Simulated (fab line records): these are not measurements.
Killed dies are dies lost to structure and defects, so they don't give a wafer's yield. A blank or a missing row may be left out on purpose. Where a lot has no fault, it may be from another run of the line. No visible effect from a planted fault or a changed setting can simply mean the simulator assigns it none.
Which tool is to blame?    flow nand harc    12 lots, 36 wafers sampled, at 5 steps of a route of 1159

== WHAT EACH GAUGE READ, for each wafer ==
NHARC_END_SORT_01. Usual: killed at array 31, standard deviation 11; killed at other 0.5, standard deviation 0.78; killed at periphery 3.0, standard deviation 2; killed dies 34, standard deviation 12; killed open 3.2, standard deviation 2; killed short 1.9, standard deviation 1.6.
lot   measured      on         killed at array  killed at other  killed at periphery  killed dies  killed open  killed short  flag
L508  day 21 01:28  prober-02  24 23 32         1 2 1            3 1 4                28 26 37     2 2 7        3 1 3         
L509  day 21 02:23  prober-01  32 30 32         1 0 0            2 3 3                35 33 35     4 2 5        0 0 3         
L512  day 21 10:03  prober-02  20 11 14         0 1 0            1 1 1                21 13 15     5 3 0        0 1 3         
L510  day 21 11:05  prober-01  28 44 46         0 0 3            2 2 4                30 46 53     1 6 4        1 1 2         
L514  day 22 07:40  prober-02  41 47 48         0 0 0            2 3 1                43 50 49     3 4 3        0 6 0         
L522  day 24 04:29  prober-01  663 666 669      0 0 0            14 11 8              677 677 677  1 4 3        5 1 2         OFF

== WHICH TOOL RAN EACH LOT (tool, then ch and the chambers of the sampled wafers, then the start) ==
lot   NHARC_A_STAIRCASE_TRIM_24                      NHARC_A_STAIRCASE_ETCH_27                      NHARC_A_STAIRCASE_ETCH_190          NHARC_A_STAIRCASE_TRIM_191
L508  rie diel-02 ch 0,1,3, day 12 13:59 or earlier  rie diel-02 ch 0,1,3, day 12 13:59 or earlier  rie diel-02 ch 0,1,2, day 12 13:59  rie diel-02 ch 1,2,3, day 21 01:28 or earlier
L509  rie diel-01 ch 0,3, day 12 14:19 or earlier    rie diel-01 ch 1,2, day 12 14:19 or earlier    rie diel-02 ch 0,1,2, day 12 14:19  rie diel-02 ch 1,2, day 21 02:23 or earlier
L512  rie diel-01 ch 0,2, day 13 06:44 or earlier    rie diel-01 ch 0,2, day 13 06:44 or earlier    rie diel-01 ch 1,3, day 13 06:44    rie diel-01 ch 0,1, day 21 10:03 or earlier
L510  rie diel-02 ch 1,3, day 13 06:29 or earlier    rie diel-02 ch 0,1,3, day 13 06:29 or earlier  rie diel-01 ch 2,3, day 13 06:29    rie diel-01 ch 0,1, day 21 11:05 or earlier
L515  rie diel-04 ch 0,1,3, day 14 05:43 or earlier  rie diel-04 ch 0,2,3, day 14 05:43 or earlier  rie diel-04 ch 1,2,3, day 14 05:43  rie diel-04 ch 1,2,3, no start
L514  rie diel-02 ch 1,3, day 14 05:44 or earlier    rie diel-02 ch 2,3, day 14 05:44 or earlier    rie diel-02 ch 1,2, day 14 05:44    rie diel-02 ch 2,3, day 22 07:40 or earlier
L519  rie diel-04 ch 0,2,3, day 15 00:02 or earlier  rie diel-04 ch 0,1, day 15 00:02 or earlier    rie diel-04 ch 0,1,2, day 15 00:02  rie diel-04 ch 0,2, no start
L522  rie diel-02 ch 1,2, day 15 15:06 or earlier    rie diel-02 ch 0,1,3, day 15 15:06 or earlier  rie diel-01 ch 0,1,2, day 15 15:06  rie diel-01 ch 2,3, day 24 04:29 or earlier
L521  rie diel-01 ch 0,1,2, day 15 13:22 or earlier  rie diel-02 ch 0,2, day 15 13:22               rie diel-02 ch 0,1,3, day 15 17:04  rie diel-02 ch 0,1,2, no start
L523  rie diel-04 ch 0,1,3, day 16 04:32 or earlier  rie diel-04 ch 0,3, day 16 04:32 or earlier    rie diel-01 ch 1,2, day 16 04:32    rie diel-01 ch 0,1, no start
L524  rie diel-02 ch 0,1,2, day 16 04:56 or earlier  rie diel-02 ch 0,1,2, day 16 04:56 or earlier  rie diel-02 ch 0,2, day 16 04:56    rie diel-02 ch 0,1,2, no start
L526  rie diel-02 ch 0,1,2, day 16 15:18 or earlier  rie diel-02 ch 0,1, day 16 15:18 or earlier    rie diel-02 ch 0,2,3, day 16 15:18  rie diel-02 ch 1,2,3, no start
- NHARC_A_STAIRCASE_TRIM_24: chemistry O2, time 211.2 s.
- NHARC_A_STAIRCASE_ETCH_27: etches the open film in C4F8/O2, target depth 100 nm, time 40.5 s.
- NHARC_A_STAIRCASE_ETCH_190: etches the open film in C4F8/O2, target depth 100 nm, time 40.5 s.
- NHARC_A_STAIRCASE_TRIM_191: chemistry O2, time 211.2 s.

== WHAT THE TOOLS THEMSELVES READ (means of the sampled wafers that have a number; where no wafer has one, the mark that the record gives instead) ==
NHARC_A_STAIRCASE_TRIM_24. Usual: chamber pressure mTorr 60.00 mTorr, standard deviation 0.05; drypump motor current A 5.7 A, standard deviation 0.45; oes product au 0.996 a.u., standard deviation 0.014; rf vpp V 57.8 V, standard deviation 0.84; showerhead plenum p Torr 3.50 Torr, standard deviation 0.17; throttle valve pct 17.036 %, standard deviation 0.0097.
lot   tool         chamber pressure mTorr (mTorr)  drypump motor current A (A)  oes product au (a.u.)  rf vpp V (V)  showerhead plenum p Torr (Torr)  throttle valve pct (%)  flag
L508  rie diel-02  60.00                           5.9                          1.006                  58.2          3.34                             17.038                  
L509  rie diel-01  59.93                           5.3                          0.996                  58.2          3.43                             17.036                  
L512  rie diel-01  59.98                           6.1                          1.004                  58.7          3.60                             17.034                  
L510  rie diel-02  59.98                           5.9                          0.999                  58.4          3.36                             17.024                  
L515  rie diel-04  59.99                           5.5                          0.991                  57.8          3.61                             17.038                  
L514  rie diel-02  59.98                           5.6                          0.996                  57.5          3.34                             17.035                  
L519  rie diel-04  60.00                           5.3                          0.985                  58.4          3.57                             17.035                  
L522  rie diel-02  60.02                           6.1                          1.002                  57.8          3.51                             17.032                  
L521  rie diel-01  60.01                           5.8                          0.997                  57.9          3.65                             17.040                  
L523  rie diel-04  59.96                           5.5                          0.998                  57.8          3.60                             17.024                  
L524  rie diel-02  60.03                           6.1                          1.003                  57.4          3.48                             17.036                  
L526  rie diel-02  59.97                           6.1                          0.996                  57.9          3.48                             17.035                  

NHARC_A_STAIRCASE_ETCH_27. Usual: chamber pressure mTorr 24.999 mTorr, standard deviation 0.026; oes product au 0.944 a.u., standard deviation 0.019; rf vpp V 895 V, standard deviation 6.3; run length s 61.8 s, standard deviation 0.43.
lot   tool         chamber pressure mTorr (mTorr)  oes product au (a.u.)  rf vpp V (V)  run length s (s)  flag
L508  rie diel-02  25.006                          0.946                  888           61.6              
L509  rie diel-01  25.009                          0.964                  903           62.3              
L512  rie diel-01  25.001                          0.953                  898           62.3              
L510  rie diel-02  25.015                          0.936                  889           61.9              
L515  rie diel-04  24.992                          0.932                  898           61.9              
L514  rie diel-02  24.980                          0.938                  888           61.8              
L519  rie diel-04  24.990                          0.927                  901           62.2              
L522  rie diel-02  25.003                          0.950                  888           61.9              
L521  rie diel-02  25.005                          0.995                  899           61.8              
L523  rie diel-04  24.999                          0.948                  898           61.7              
L524  rie diel-02  24.997                          0.935                  894           61.8              
L526  rie diel-02  24.987                          0.949                  889           61.7              

NHARC_A_STAIRCASE_ETCH_190. Usual: chamber pressure mTorr 24.999 mTorr, standard deviation 0.023; oes product au 0.939 a.u., standard deviation 0.015; rf vpp V 895 V, standard deviation 6.4; run length s 61.9 s, standard deviation 0.42.
lot   tool         chamber pressure mTorr (mTorr)  oes product au (a.u.)  rf vpp V (V)  run length s (s)  flag
L508  rie diel-02  25.011                          0.929                  888           61.6              
L509  rie diel-02  24.993                          0.923                  888           61.5              
L512  rie diel-01  24.996                          0.921                  899           62.1              
L510  rie diel-01  25.008                          0.940                  896           62.4              
L515  rie diel-04  25.012                          0.937                  897           61.4              
L514  rie diel-02  24.998                          0.919                  887           61.7              
L519  rie diel-04  24.998                          0.936                  897           61.9              
L522  rie diel-01  25.022                          0.944                  900           50.0              OFF
L521  rie diel-02  24.997                          0.969                  888           61.7              
L523  rie diel-01  25.001                          0.946                  900           50.3              OFF
L524  rie diel-02  24.998                          0.938                  893           61.6              
L526  rie diel-02  24.986                          0.950                  894           61.4              

NHARC_A_STAIRCASE_TRIM_191. Usual: chamber pressure mTorr 60.00 mTorr, standard deviation 0.056; drypump motor current A 5.7 A, standard deviation 0.45; oes product au 0.997 a.u., standard deviation 0.013; rf vpp V 57.6 V, standard deviation 0.8; showerhead plenum p Torr 3.49 Torr, standard deviation 0.17; throttle valve pct 17.036 %, standard deviation 0.0089.
lot   tool         chamber pressure mTorr (mTorr)  drypump motor current A (A)  oes product au (a.u.)  rf vpp V (V)  showerhead plenum p Torr (Torr)  throttle valve pct (%)  flag
L508  rie diel-02  60.04                           5.8                          0.994                  56.9          3.33                             17.035                  
L509  rie diel-02  59.98                           6.0                          0.994                  57.0          3.31                             17.049                  
L512  rie diel-01  59.98                           5.5                          1.001                  58.1          3.73                             17.040                  
L510  rie diel-01  60.03                           5.5                          1.001                  58.2          3.73                             17.035                  
L515  rie diel-04  60.05                           5.7                          0.996                  57.0          3.53                             17.038                  
L514  rie diel-02  59.98                           5.4                          0.999                  57.5          3.31                             17.034                  
L519  rie diel-04  60.00                           5.3                          1.001                  58.1          3.54                             17.032                  
L522  rie diel-01  59.94                           5.8                          0.999                  57.7          3.50                             17.041                  
L521  rie diel-02  60.02                           6.1                          0.996                  57.1          3.48                             17.045                  
L523  rie diel-01  59.98                           5.5                          1.000                  57.8          3.71                             17.041                  
L524  rie diel-02  59.93                           6.1                          0.991                  57.2          3.48                             17.034                  
L526  rie diel-02  60.02                           5.8                          0.999                  58.2          3.49                             17.037                  

== THE ANSWER, worked out from the rows above alone ==
Rule: a lot counts as off when the mean over its wafers that have a number is more than 3 standard deviations away from the usual mean. Also off: a lot with no number at a reading for which 4 or more lots have one. The other lots that the step has rows for count as sound. The gauges are gone through in route order, then the tools' own readings, and for those a lot's mean is taken as printed above. The first step at which some lot is off is used, and at that step the reading that is off furthest; a lot without a number counts as furthest.
Off: L522, at NHARC_END_SORT_01 (killed at array). Neither off nor sound, because the step has no rows for them: L515, L519, L521, L523, L524, L526.
A tool fits if, at a process step before that reading, it ran every lot that is off, and no sound lot after the first of them. The gauges at NHARC_END_SORT_01 aren't tried: what is off there is off at NHARC_A_STAIRCASE_ETCH_190 too, on other tools, and a gauge's error can't cause that. NHARC_A_STAIRCASE_TRIM_24: start missing for some lots; hours and lot order therefore follow NHARC_A_STAIRCASE_ETCH_190. NHARC_A_STAIRCASE_ETCH_27: start missing for some lots; hours and lot order therefore follow NHARC_A_STAIRCASE_ETCH_190. NHARC_A_STAIRCASE_TRIM_191: start missing for some lots; hours and lot order therefore follow NHARC_END_SORT_01. 2 tools fit, rie diel-02 at NHARC_A_STAIRCASE_TRIM_24 and NHARC_A_STAIRCASE_ETCH_27 and rie diel-01 at NHARC_A_STAIRCASE_ETCH_190 and NHARC_A_STAIRCASE_TRIM_191, so this cannot tell which one it is.

== WHAT THE SIMULATOR HAD PUT IN ==
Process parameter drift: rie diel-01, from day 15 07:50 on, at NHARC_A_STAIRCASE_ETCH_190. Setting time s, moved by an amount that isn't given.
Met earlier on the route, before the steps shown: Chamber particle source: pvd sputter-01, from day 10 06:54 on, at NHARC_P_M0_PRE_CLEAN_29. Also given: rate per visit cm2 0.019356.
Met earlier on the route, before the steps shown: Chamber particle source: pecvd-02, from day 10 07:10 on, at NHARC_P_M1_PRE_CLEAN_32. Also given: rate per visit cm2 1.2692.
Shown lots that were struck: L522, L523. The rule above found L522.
